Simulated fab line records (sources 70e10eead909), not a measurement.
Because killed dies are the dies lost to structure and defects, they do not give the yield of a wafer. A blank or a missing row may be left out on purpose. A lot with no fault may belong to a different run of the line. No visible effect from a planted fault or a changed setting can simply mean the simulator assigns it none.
Struck lot and sound lot, side by side :: flow nand-harc :: 22 steps out of a route of 1159
Sound: wafers L639.2, L639.4, L639.5. Wafers struck: L654.1, L654.3, L654.6. At the end, the cause is stated.
For every step that has rows: the tool of each side, followed by ch and its chambers, followed by its first start. Under that, the readings that differ: sound wafers :: struck wafers :: difference of the means :: sigmas: that difference in standard deviations of wafers without a fault.
alike: a reading whose means differ by less than 2 such deviations, as well as words and numbers matching on both sides. not compared: withheld readings; readings where some wafer has no value; bounds like >300 that might hide an equal value; numbers whose values overlap and for which the record gives no deviation.
A row with sigmas, a row that says differs or no value, or rows on one side alone: a step with any of these is where the two part. Numbers that have no deviation but don't overlap get no sigmas and don't part them. Lack of a reading on every wafer of one side parts them only where that side has two or more wafers.

NHARC_P_CONTACT_CVD_23: deposits W, target thk 200 nm, time 557 s.
  sound: cvd-w-01 ch 0,1; struck: cvd-w-01 ch 0,1
  alike: heater-power-w, throttle-valve-pct
NHARC_P_CONTACT_CMP_24: polishes, t overpolish 30 s, target thk 200 nm.
  sound on cmp-01 ch 1,2,3, day 6 07:49; struck on cmp-01 ch 1,2,3, day 9 20:53
  alike: motor-current-A, overpolish-run-s, time-to-endpoint-s
  not compared: pad-life-wafers
then, 1 step without rows for these wafers: NHARC_P_CONTACT_SRD_26.
NHARC_P_CONTACT_INSPECT_27:
  sound on defect-inspect-01 at day 6 08:10; struck on defect-inspect-02 at day 9 21:14
  alike: raw-defect-count
then, 7 steps without rows for these wafers: NHARC_P_M0_DEP_00 (deposits SiOC, target thk 150 nm); NHARC_P_M0_DEHYDRATE_01 (time 120 s); NHARC_P_M0_HMDS_02 (time 30 s); NHARC_P_M0_COAT_33 (time 65 s); NHARC_P_M0_COAT_03 (resist thk 90 nm); NHARC_P_M0_SOFTBAKE_04 (time 55 s); NHARC_P_M0_EBR_05.
NHARC_P_M0_EXPOSE_06: exposes mask P M0, target cd 90 nm.
  sound on arfi-scanner-03 ch 0, day 6 08:49; struck on arfi-scanner-02 ch 0, day 9 21:59
reading: exposure-dose-mJ-cm2
sound: 81.20 81.31 81.30
struck: 55.59 55.53 55.67
difference: -25.67
sigmas: -99 or more
  alike: mask
then, 2 steps without rows for these wafers: NHARC_P_M0_PEB_07 (peb time 65 s); NHARC_P_M0_DEVELOP_08 (develop time 35 s).
NHARC_P_M0_CD_MEAS_09: the cd target is 90 nm.
  sound on cd-sem-02 ch 0, day 6 08:57; struck on cd-sem-01 ch 0, day 9 22:08
reading: cd-nm (nm)
sound: 89.8 92.0 89.0
struck: 66.8 66.1 66.2
difference: -23.9
sigmas: -29
NHARC_P_M0_OVL_MEAS_10: pitch 180 nm.
  sound on overlay-01 at day 6 09:02; struck on overlay-01 at day 9 22:13
  alike: overlay-x-nm, overlay-y-nm
NHARC_P_M0_INSPECT_11:
  sound on defect-inspect-02 at day 6 09:04; struck on defect-inspect-02 at day 9 22:16
  alike: raw-defect-count
NHARC_P_M0_DESCUM_14: chemistry O2, time 3 s.
  sound on rie-diel-03 ch 1,2, day 6 09:09; struck on rie-diel-01 ch 0,2,3, day 9 22:20
reading: model.P_M0.cd-nm (nm)
sound: 90.45 92.46 89.51
struck: 66.42 65.4 65.56
difference: -25.01
sigmas: 
  alike: chamber-pressure-mTorr, drypump-motor-current-A, oes-product-au, rf-vpp-V, showerhead-plenum-p-Torr, throttle-valve-pct
  not compared: rf-hours-counter-h
NHARC_P_M0_ETCH_34: etches the open film in N2/H2, target depth 40 nm, overetch 12 nm, time 43.94 s.
  sound on rie-diel-03 ch 1,2,3, day 6 09:14; struck on rie-diel-01 ch 0,2,3, day 9 22:25
  alike: chamber-pressure-mTorr, drypump-motor-current-A, oes-product-au, rf-vpp-V, showerhead-plenum-p-Torr, throttle-valve-pct
  not compared: rf-hours-counter-h
NHARC_P_M0_ETCH_15: etches the open film in C4F8/Ar, target depth 150 nm, overetch 15 nm, time 82.5 s.
  sound: rie-diel-03 ch 1,2; struck: rie-diel-01 ch 1,3
reading: model.P_M0.cd-nm (nm)
sound: 90.16 92.78 89.12
struck: 66.58 65.46 66.37
difference: -24.55
sigmas: 
  alike: chamber-pressure-mTorr, oes-product-au, rf-vpp-V
  not compared: rf-hours-counter-h
NHARC_P_M0_CD_MEAS_16:
  sound on cd-sem-01 at day 6 09:28; struck on cd-sem-03 at day 9 22:37
reading: cd-nm (nm)
sound: 90.2 92.8 89.0
struck: 66.8 65.5 66.5
difference: -24.4
sigmas: -20
NHARC_P_M0_STRIP_18: strips in N2/H2.
  sound on rie-diel-03 ch 2,3, day 6 09:35; struck on rie-diel-03 ch 0,2,3, day 9 22:41
  alike: chamber-pressure-mTorr, drypump-motor-current-A, oes-product-au, rf-vpp-V, showerhead-plenum-p-Torr, throttle-valve-pct
  not compared: rf-hours-counter-h

## WHERE THEY PART
At NHARC_P_M0_EXPOSE_06 first; at NHARC_P_M0_CD_MEAS_16 last (within this record only). Later steps at which nothing parts them and some readings are alike: NHARC_P_M0_STRIP_18.

WHY: the cause the simulator had injected
Process parameter drift: arfi-scanner-02, from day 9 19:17 on, at NHARC_P_M0_EXPOSE_06. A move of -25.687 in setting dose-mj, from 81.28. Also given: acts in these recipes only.
